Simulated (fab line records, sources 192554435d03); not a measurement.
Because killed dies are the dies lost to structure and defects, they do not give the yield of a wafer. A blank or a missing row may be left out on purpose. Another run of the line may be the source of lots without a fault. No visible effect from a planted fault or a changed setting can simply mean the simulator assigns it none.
Split-lot trial ; flow n5-finfet ; 21 wafers read from 7 lots, route of 1938 steps

ON THE SPLIT
At N5_BEOL_M8_EXPOSE_25 (exposes mask V7, target cd 40 nm), the setting dose-mj was moved away from the recipe's 42.5 on 5 of the 21 wafers read, by -7.3% to -3.6%. The other wafers ran this setting at the recipe's value.

FROM THE SPLIT TO THE READING: what the file shows between them, 2 steps
- N5_BEOL_M8_PEB_26: peb time 60 s
- N5_BEOL_M8_DEVELOP_27: develop time 30 s

THE READING
cd-nm, in nm, at N5_BEOL_M8_CD_MEAS_28 (target cd 40 nm). Typical for fault-free wafers on this fab line: 40.00 nm, with standard deviation 0.24 nm.

wafer;tool, chamber at the split;dose-mj as run;against the recipe;cd-nm, nm;against lot-mates on the recipe
L076.1;euv-scanner-02, 0;42.5;recipe;40.52;-
L076.3;euv-scanner-02, 0;42.5;recipe;39.67;-
L076.5;euv-scanner-02, 0;42.5;recipe;39.86;-
L080.2;euv-scanner-01, 0;39.38;-7.3%;38.63;-1.65
L080.4;euv-scanner-01, 0;42.5;recipe;40.28;-
L080.6;euv-scanner-01, 0;39.38;-7.3%;38.65;-1.63
L078.4;euv-scanner-01, 0;42.5;recipe;39.86;-
L078.5;euv-scanner-01, 0;42.5;recipe;40.02;-
L078.6;euv-scanner-01, 0;42.5;recipe;39.78;-
L081.4;euv-scanner-01, 0;42.5;recipe;39.74;-
L081.5;euv-scanner-01, 0;42.5;recipe;40.04;-
L081.6;euv-scanner-01, 0;42.5;recipe;39.78;-
L084.1;euv-scanner-02, 0;40.76;-4.1%;39.38;-0.61
L084.4;euv-scanner-02, 0;40.76;-4.1%;39.05;-0.94
L084.6;euv-scanner-02, 0;42.5;recipe;39.99;-
L086.2;euv-scanner-02, 0;42.5;recipe;39.88;-
L086.5;euv-scanner-02, 0;42.5;recipe;39.66;-
L086.6;euv-scanner-02, 0;42.5;recipe;39.88;-
L092.2;euv-scanner-02, 0;42.5;recipe;39.97;-
L092.3;euv-scanner-02, 0;40.99;-3.6%;39.45;-0.90
L092.4;euv-scanner-02, 0;42.5;recipe;40.73;-

FIT RESULTS
A straight line over all 21 wafers: cd-nm changes by +0.181 nm for each +1% of dose-mj; r = +0.86; the points scatter about the line by 0.27 nm.
The same after taking each lot's own level away (the mean of its wafers on the recipe; 21 wafers): +0.219 nm for each +1%; r = +0.93; scatter 0.22 nm.
According to that fit, moving dose-mj by its largest amount changes the reading by 1.6 nm.
From 39.807 to 40.350 nm: that is the span of the lots' own levels, equal to 2.3 times the standard deviation above.
So the lot-to-lot level changes the slope: the two fits differ.
Check: -1.58 nm against its lot-mates is what the line predicts for one of the wafers moved furthest among these (-7.3%) when that wafer is left out of the fit. Against them it came out at -1.65 nm.

OTHER SPLITS APPLIED TO THESE WAFERS
Other splits were also applied to these wafers ahead of the reading. Each is held against what the fit with the lots' levels taken away leaves over:
other split on the same wafers;wafers away from the commonest value;r with cd-nm (lot level and that fit taken away)
N5_BEOL_M2_DESCUM_33 time-s;9;+0.09
N5_BEOL_M2_VIA_ETCH_34 time-s;7;+0.10
N5_BEOL_M3_COAT_05 spin-rpm;5;+0.38
N5_BEOL_M5_TRENCH_ETCH_37 time-s;8;-0.23
N5_BEOL_M5_ETCH_41 source-w;9;+0.04
N5_BEOL_M7_TRENCH_ETCH_37 source-w;7;-0.08

THE WHOLE CHAIN: every reading that the file lists as answering this split, in the file's order
step;what it does;reading;change (the file's fit);r (the file's)
N5_BEOL_M8_CD_MEAS_28;target cd 40 nm;cd-nm;+0.221 nm for each +1% of the setting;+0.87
N5_BEOL_M8_DESCUM_33;chemistry O2, time 7 s;BEOL_M8.cd-nm (the simulator's own value, which no gauge read);+0.224 nm for each +1% of the setting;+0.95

FILE'S OWN FIT
cd-nm changes by +0.221 nm for each +1% of dose-mj, r = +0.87.
